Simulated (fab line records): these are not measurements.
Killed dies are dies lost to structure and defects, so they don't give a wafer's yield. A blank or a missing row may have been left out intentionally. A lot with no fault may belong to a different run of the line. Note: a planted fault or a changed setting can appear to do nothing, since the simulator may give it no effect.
Matching of chambers || flow nand-harc || NHARC_A_STAIRCASE_TRIM_187 on rie-diel-10: 4 sister chambers
The step chemistry O2, time 211.2 s. 14 wafers are shown with their chamber, then 7 later ones without.

== WAFERS, EACH WITH ITS CHAMBER ==
{"wafer": "L081.1", "chamber": 2, "showerhead-plenum-p-Torr (Torr)": 3.32, "drypump-motor-current-A (A)": 5.5, "oes-product-au (a.u.)": 1.011}
{"wafer": "L081.2", "chamber": 1, "showerhead-plenum-p-Torr (Torr)": 3.56, "drypump-motor-current-A (A)": 5.3, "oes-product-au (a.u.)": 0.989}
{"wafer": "L081.4", "chamber": 2, "showerhead-plenum-p-Torr (Torr)": 3.32, "drypump-motor-current-A (A)": 5.5, "oes-product-au (a.u.)": 1.015}
{"wafer": "L083.3", "chamber": 1, "showerhead-plenum-p-Torr (Torr)": 3.56, "drypump-motor-current-A (A)": 5.3, "oes-product-au (a.u.)": 0.997}
{"wafer": "L083.4", "chamber": 0, "showerhead-plenum-p-Torr (Torr)": 3.39, "drypump-motor-current-A (A)": 5.5, "oes-product-au (a.u.)": 1.000}
{"wafer": "L083.5", "chamber": 3, "showerhead-plenum-p-Torr (Torr)": 3.36, "drypump-motor-current-A (A)": 5.5, "oes-product-au (a.u.)": 1.016}
{"wafer": "L084.2", "chamber": 2, "showerhead-plenum-p-Torr (Torr)": 3.31, "drypump-motor-current-A (A)": 5.6, "oes-product-au (a.u.)": 1.010}
{"wafer": "L084.4", "chamber": 0, "showerhead-plenum-p-Torr (Torr)": 3.39, "drypump-motor-current-A (A)": 5.5, "oes-product-au (a.u.)": 1.004}
{"wafer": "L084.6", "chamber": 3, "showerhead-plenum-p-Torr (Torr)": 3.35, "drypump-motor-current-A (A)": 5.4, "oes-product-au (a.u.)": 0.998}
{"wafer": "L086.1", "chamber": 0, "showerhead-plenum-p-Torr (Torr)": 3.39, "drypump-motor-current-A (A)": 5.5, "oes-product-au (a.u.)": 1.016}
{"wafer": "L086.2", "chamber": 1, "showerhead-plenum-p-Torr (Torr)": 3.55, "drypump-motor-current-A (A)": 5.3, "oes-product-au (a.u.)": 1.001}
{"wafer": "L086.6", "chamber": 1, "showerhead-plenum-p-Torr (Torr)": 3.55, "drypump-motor-current-A (A)": 5.3, "oes-product-au (a.u.)": 1.004}
{"wafer": "L088.2", "chamber": 3, "showerhead-plenum-p-Torr (Torr)": 3.35, "drypump-motor-current-A (A)": 5.5, "oes-product-au (a.u.)": 1.010}
{"wafer": "L088.5", "chamber": 2, "showerhead-plenum-p-Torr (Torr)": 3.31, "drypump-motor-current-A (A)": 5.5, "oes-product-au (a.u.)": 1.007}

SIGNATURES (averages over the wafers above)
{"reading": "showerhead-plenum-p-Torr", "chamber 0": 3.3900, "chamber 1": 3.5550, "chamber 2": 3.3150, "chamber 3": 3.3533, "scatter within a chamber": 0.00516}
{"reading": "drypump-motor-current-A", "chamber 0": 5.500, "chamber 1": 5.300, "chamber 2": 5.525, "chamber 3": 5.467, "scatter within a chamber": 0.0376}
{"reading": "oes-product-au", "chamber 0": 1.00667, "chamber 1": 0.99775, "chamber 2": 1.01075, "chamber 3": 1.00800, "scatter within a chamber": 0.00683}
Rule: a wafer lies at a distance from a chamber equal to the root of the sum of squares, over the readings, of (its reading less the chamber's mean, divided by the reading's scatter). The wafer belongs to the nearest chamber; if the next one is less than 2 further off, it can't be placed. The scatter is the square root of a quotient: the sum, over the shown wafers, of each reading's squared deviation from its chamber's mean, divided by wafers minus chambers.

== WAFERS WHOSE CHAMBER IS MISSING ==
{"wafer": "L088.6", "showerhead-plenum-p-Torr (Torr)": 3.55, "drypump-motor-current-A (A)": 5.3, "oes-product-au (a.u.)": 0.989}
{"wafer": "L092.1", "showerhead-plenum-p-Torr (Torr)": 3.30, "drypump-motor-current-A (A)": 5.6, "oes-product-au (a.u.)": 1.015}
{"wafer": "L092.2", "showerhead-plenum-p-Torr (Torr)": 3.38, "drypump-motor-current-A (A)": 5.5, "oes-product-au (a.u.)": 1.006}
{"wafer": "L092.3", "showerhead-plenum-p-Torr (Torr)": 3.34, "drypump-motor-current-A (A)": 5.5, "oes-product-au (a.u.)": 1.005}
{"wafer": "L095.1", "showerhead-plenum-p-Torr (Torr)": 3.53, "drypump-motor-current-A (A)": 5.3, "oes-product-au (a.u.)": 1.004}
{"wafer": "L095.2", "showerhead-plenum-p-Torr (Torr)": 3.34, "drypump-motor-current-A (A)": 5.5, "oes-product-au (a.u.)": 0.999}
{"wafer": "L095.6", "showerhead-plenum-p-Torr (Torr)": 3.33, "drypump-motor-current-A (A)": 5.4, "oes-product-au (a.u.)": 1.004}

== WHICH CHAMBER EACH ONE RAN IN ==
{"wafer": "L088.6", "from the rows above": 1, "in truth": 1}
{"wafer": "L092.1", "from the rows above": 2, "in truth": 2}
{"wafer": "L092.2", "from the rows above": 0, "in truth": 0}
{"wafer": "L092.3", "from the rows above": 3, "in truth": 3}
{"wafer": "L095.1", "from the rows above": 1, "in truth": 1}
{"wafer": "L095.2", "from the rows above": 3, "in truth": 3}
{"wafer": "L095.6", "from the rows above": "can't be placed: 2 or 3", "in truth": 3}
Correctly placed: 6 of 7. Unplaceable from these rows: 1, with the true chamber sitting among the candidates in 1. Number placed wrongly: 0.
